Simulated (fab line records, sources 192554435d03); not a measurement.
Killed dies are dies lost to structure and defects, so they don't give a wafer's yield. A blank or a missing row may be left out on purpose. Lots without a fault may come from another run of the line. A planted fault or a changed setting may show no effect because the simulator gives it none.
Chamber matching | flow n5_finfet | N5_SDB_HM_DEP_00 on pecvd-02: 3 sister chambers
The step deposits SiNx from SiH4/NH3/N2, target thk 40 nm, time 35.3 s. 3 wafers are shown with their chamber, then 7 later ones without.

WAFERS WITH THEIR CHAMBER
wafer  | chamber | throttle_valve_pct (%)
L086.2 | 0       | 41.8
L088.4 | 1       | 36.7
L088.5 | 2       | 37.3

WAFERS WITHOUT THEIR CHAMBER
wafer  | throttle_valve_pct (%)
L088.6 | 41.9
L090.1 | 37.0
L090.2 | 41.5
L090.6 | 36.8
L097.4 | 37.2
L097.5 | 37.4
L097.6 | 42.0

WHICH CHAMBER EACH WENT THROUGH
wafer  | from the rows above     | in truth
L088.6 | 0                       | 0
L090.1 | can't be placed: 1 or 2 | 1
L090.2 | 0                       | 0
L090.6 | 1                       | 1
L097.4 | 2                       | 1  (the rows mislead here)
L097.5 | 2                       | 2
L097.6 | 0                       | 0
Placed correctly: 5 of 7. Can't be placed from these rows: 1 (the true chamber is among the candidates in 1). Placed wrongly: 1.
How it was worked out, from the rows above alone: a wafer's distance from a chamber is the root of the sum, over the readings, of the square of ((its reading less the chamber's mean) divided by the reading's scatter). The wafer belongs to the nearest chamber; if the next one is less than 2 further off, it can't be placed. A chamber's mean is the mean of its shown wafers. The scatter: with one shown wafer a chamber, the root of the mean of the squares of how far each hidden wafer lies from its nearest shown one.
